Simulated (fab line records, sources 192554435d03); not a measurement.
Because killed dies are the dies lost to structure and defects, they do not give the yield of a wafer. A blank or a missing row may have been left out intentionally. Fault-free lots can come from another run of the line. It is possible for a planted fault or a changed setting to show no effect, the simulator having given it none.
Which tool is to blame?    flow n5_finfet    Sampling: 24 lots, 72 wafers, 3 of 1938 route steps

## WHAT THE GAUGES READ, wafer by wafer
N5_BEOL_M1_CD_MEAS_11: the cd target is 17.05 nm.
lot   measured      on         cd_nm (nm)
L075  day 6 09:49   cd_sem-02  16.90 16.93 16.92
L074  day 6 12:46   cd_sem-01  16.82 17.23 16.99
L076  day 6 19:17   cd_sem-02  16.97 17.21 17.30
L077  day 6 22:25   cd_sem-03  16.92 17.17 16.81
L078  day 7 06:31   cd_sem-03  17.17 17.28 16.98
L079  day 7 08:52   cd_sem-01  17.39 16.91 17.13
L080  day 7 14:34   cd_sem-02  17.09 16.74 16.86
L081  day 8 01:01   cd_sem-03  17.28 16.94 17.02
L082  day 8 05:05   cd_sem-02  16.85 17.38 17.23
L083  day 8 14:10   cd_sem-02  17.42 17.10 17.05
L084  day 9 00:16   cd_sem-01  17.21 17.22 17.30
L087  day 9 16:04   cd_sem-02  16.79 17.35 16.86
L085  day 9 23:55   cd_sem-03  17.01 16.95 16.99
L086  day 10 01:10  cd_sem-02  17.25 17.56 17.21
L088  day 10 08:10  cd_sem-02  17.21 16.81 17.13
L089  day 10 13:14  cd_sem-02  17.04 16.82 17.01
L091  day 10 13:25  cd_sem-02  17.56 17.10 17.35
L090  day 10 14:07  cd_sem-02  17.34 17.40 17.38
L092  day 10 21:07  cd_sem-02  17.14 16.98 17.20
L093  day 10 23:26  cd_sem-03  17.15 17.36 17.81
L094  day 11 04:13  cd_sem-02  17.06 17.21 17.51
L095  day 11 08:12  cd_sem-03  17.11 17.14 16.91
L096  day 11 12:02  cd_sem-02  17.22 17.22 16.93
L097  day 12 03:51  cd_sem-03  17.37 17.36 17.39

N5_BEOL_M1_OVL_MEAS_29.
lot   measured      on          V0_OVL (nm)
L075  day 6 11:19   overlay-01  0.0 0.8 -0.3
L074  day 6 13:54   overlay-02  0.8 0.1 0.2
L076  day 6 20:19   overlay-02  -0.5 -0.8 -0.8
L077  day 6 23:20   overlay-01  0.2 0.7 -0.6
L078  day 7 08:09   overlay-02  0.6 -0.6 0.1
L079  day 7 09:55   overlay-02  -0.7 -0.6 0.5
L080  day 7 15:40   overlay-02  0.2 1.7 0.2
L081  day 8 01:55   overlay-01  1.8 -0.5 0.8
L082  day 8 06:21   overlay-02  1.3 0.5 1.7
L083  day 8 15:13   overlay-02  0.8 0.0 -0.4
L084  day 9 01:19   overlay-02  -0.4 0.0 -0.3
L087  day 9 17:08   overlay-02  -0.3 0.1 0.1
L085  day 10 00:55  overlay-02  1.3 0.4 1.1
L086  day 10 02:12  overlay-01  0.8 0.8 0.6
L088  day 10 13:49  overlay-01  0.8 0.5 0.9
L089  day 10 14:14  overlay-01  0.0 1.8 1.5
L091  day 10 14:26  overlay-01  1.1 0.5 0.9
L090  day 10 15:01  overlay-02  -0.9 0.9 -0.2
L092  day 10 22:01  overlay-01  -0.5 0.3 -0.4
L093  day 11 00:20  overlay-02  1.4 0.8 1.2
L094  day 11 05:07  overlay-01  0.9 0.5 0.4
L095  day 11 09:37  overlay-01  -0.5 0.8 0.0
L096  day 11 13:14  overlay-01  -0.7 -0.8 0.3
L097  day 12 04:45  overlay-02  0.2 -0.2 -0.1

## WHICH TOOL RAN EACH LOT (tool, then ch and the chambers of the sampled wafers, then the start)
lot   N5_BEOL_M1_HM_DEP_02
L075  pvd_sputter-03, day 6 09:18
L074  pvd_sputter-02, day 6 12:23
L076  pvd_sputter-03, day 6 18:53
L077  pvd_sputter-03, day 6 22:01
L078  pvd_sputter-01, day 7 06:07
L079  pvd_sputter-01, day 7 08:22
L080  pvd_sputter-02, day 7 14:03
L081  pvd_sputter-03, day 8 00:29
L082  pvd_sputter-01, day 8 04:34
L083  pvd_sputter-02, day 8 13:38
L084  pvd_sputter-01, day 8 23:52
L087  pvd_sputter-03, day 9 15:33
L085  pvd_sputter-01, day 9 23:32
L086  pvd_sputter-01, day 10 00:46
L088  pvd_sputter-01, day 10 07:40
L089  pvd_sputter-01, day 10 12:43
L091  pvd_sputter-01, day 10 13:01
L090  pvd_sputter-01, day 10 13:43
L092  pvd_sputter-01, day 10 20:43
L093  pvd_sputter-02, day 10 23:03
L094  pvd_sputter-01, day 11 03:49
L095  pvd_sputter-03, day 11 07:48
L096  pvd_sputter-02, day 11 11:32
L097  pvd_sputter-03, day 12 03:28
- N5_BEOL_M1_HM_DEP_02: deposits TiN, target thk 20 nm.

## AS READ BY THE TOOLS THEMSELVES (means over the sampled wafers that have a number; for cases with no such wafer, the mark the record gives instead)
N5_BEOL_M1_HM_DEP_02.
lot   tool            throttle_valve_pct (%)
L075  pvd_sputter-03  31.1
L074  pvd_sputter-02  30.0
L076  pvd_sputter-03  30.8
L077  pvd_sputter-03  30.6
L078  pvd_sputter-01  29.9
L079  pvd_sputter-01  29.0
L080  pvd_sputter-02  29.8
L081  pvd_sputter-03  30.8
L082  pvd_sputter-01  29.0
L083  pvd_sputter-02  30.0
L084  pvd_sputter-01  29.7
L087  pvd_sputter-03  30.4
L085  pvd_sputter-01  29.3
L086  pvd_sputter-01  29.1
L088  pvd_sputter-01  28.8
L089  pvd_sputter-01  29.7
L091  pvd_sputter-01  30.1
L090  pvd_sputter-01  30.0
L092  pvd_sputter-01  29.3
L093  pvd_sputter-02  30.2
L094  pvd_sputter-01  29.4
L095  pvd_sputter-03  30.8
L096  pvd_sputter-02  30.4
L097  pvd_sputter-03  30.9

## THE ANSWER, worked out from the rows above alone
Rule: the lots themselves supply what counts as usual. Put in order of their means at a reading, lots are off if they are a third of the lots or fewer, leave a main group of 4 or more, and stand apart from it by a gap of 3 or more times the standard deviation of the main group's means; of several such gaps the widest counts. If all means in a main group match to the digits the tables above print for the reading, that group is not used. Also off: a lot with no number at a reading for which 4 or more lots have one. All remaining lots with rows at the step are treated as sound. First the gauges in route order, then the tools' own readings, where a lot's mean is used as printed above. The first step at which some lot is off is used, and at that step the reading that is off furthest; a lot without a number counts as furthest.
No lot is off at any reading shown: from this, nothing can be told.

## WHAT WAS PUT IN BY THE SIMULATOR
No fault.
